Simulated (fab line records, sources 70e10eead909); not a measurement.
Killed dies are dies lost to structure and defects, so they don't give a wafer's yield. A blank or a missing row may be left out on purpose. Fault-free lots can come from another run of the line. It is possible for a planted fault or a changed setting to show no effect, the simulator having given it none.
Comparing a struck lot with a sound one ; flow nandHarc ; 13 out of 1302 route steps
Sound: the wafers L328.1, L328.3, L328.6. Struck: wafer L332.3 (L332.1, L332.4, from the same lot, were not struck and are left out); the cause is given at the end.
Each step with rows lists, per side, the tool, then ch with its chambers, then its first start. Under that, the readings that differ: sound wafers ; struck wafers ; difference of the means ; sigmas: that difference in standard deviations of wafers without a fault.
alike: readings with means less than 2 such deviations apart, plus words and numbers identical on both sides. not compared: withheld readings, readings lacking a value on some wafer, bounds such as >300 that could conceal the same value, and numbers that have no deviation in the record and whose values overlap.
Wherever a step has rows on one side only, a row that says differs or no value, or a row with sigmas, the two part there. Numbers that have no deviation but don't overlap get no sigmas and don't part them. A reading that every wafer of one side lacks parts them only if that side has two wafers or more.

first, 2 steps without rows for these wafers: NHARC_A_STAIRCASE_TRIM_191 (chemistry O2, time 211.2 s); NHARC_A_STAIRCASE_ETCH_192 (etches the open film in C4F8/O2, target depth 100 nm, time 40.5 s).
NHARC_A_STAIRCASE_TRIM_193: chemistry O2, time 211.2 s.
  sound: rieDiel-06 ch 2,3; struck: rieDiel-06 ch 2
reading;sound;struck;difference;sigmas
drypumpMotorCurrentA (A);5.3 6.2 5.3;6.3;+0.7;+2
  alike: oesProductAu, rfVppV, showerheadPlenumPTorr, throttleValvePct
  not compared: rfHoursCounterH
NHARC_A_STAIRCASE_ETCH_194: etches the open film in C4F8/O2, target depth 100 nm, time 40.5 s.
  sound: rieDiel-06 ch 0,2,3; struck: rieDiel-06 ch 3
  alike: oesProductAu, rfVppV
  not compared: rfHoursCounterH
NHARC_A_STAIRCASE_TRIM_196: chemistry O2, time 211.2 s.
  sound on rieDiel-06 ch 1,2,3, day 19 19:56; struck on rieDiel-13 ch 1, day 20 15:16
reading;sound;struck;difference;sigmas
showerheadPlenumPTorr (Torr);3.51 3.27 3.54;3.72;+0.28;+2
  alike: drypumpMotorCurrentA, oesProductAu, rfVppV, throttleValvePct
  not compared: rfHoursCounterH
then, 2 steps without rows for these wafers: NHARC_A_STAIRCASE_ETCH_197 (etches the open film in C4F8/O2, target depth 100 nm, time 40.5 s); NHARC_A_STAIRCASE_TRIM_198 (chemistry O2, time 211.2 s).
NHARC_A_STAIRCASE_ETCH_199: etches the open film in C4F8/O2, target depth 100 nm, time 40.5 s.
  sound: rieDiel-06 ch 1,2; struck: rieDiel-13 ch 3
reading;sound;struck;difference;sigmas
oesProductAu (a.u.);0.924 0.932 0.932;0.956;+0.027;+2
  alike: rfVppV
  not compared: rfHoursCounterH
then, 1 step without rows for these wafers: NHARC_A_STAIRCASE_TRIM_200 (chemistry O2, time 211.2 s).
NHARC_A_STAIRCASE_ETCH_201: etches the open film in C4F8/O2, target depth 100 nm, time 40.5 s.
  sound: rieDiel-06 ch 0,1,3; struck: rieDiel-13 ch 3
  alike: oesProductAu, rfVppV
  not compared: rfHoursCounterH
then, 1 step without rows for these wafers: NHARC_A_STAIRCASE_TRIM_202 (chemistry O2, time 211.2 s).
NHARC_A_STAIRCASE_ETCH_203: etches the open film in C4F8/O2, target depth 100 nm, time 40.5 s.
  sound on rieDiel-06 ch 1,3, day 19 20:47; struck on rieDiel-13 ch 2, day 20 16:09
reading;sound;struck;difference;sigmas
oesProductAu (a.u.);0.941 0.947 0.940;0.799;-0.144;-13
  alike: rfVppV
  not compared: rfHoursCounterH
-- the record jumps here: 9 days lie between the struck wafers' starts before and after (it left off in module A_STAIRCASE and takes up again in module END, whose first step shown is number 1302 of the route) --
NHARC_END_SORT_01:
  here the record holds rows for the struck wafers (prober-01 ch 0, day 29 04:11) but none for the sound ones

== WHERE THEY PART ==
Earliest at NHARC_A_STAIRCASE_TRIM_193; latest, in this record, at NHARC_END_SORT_01.

WHY: whatever the simulator had introduced
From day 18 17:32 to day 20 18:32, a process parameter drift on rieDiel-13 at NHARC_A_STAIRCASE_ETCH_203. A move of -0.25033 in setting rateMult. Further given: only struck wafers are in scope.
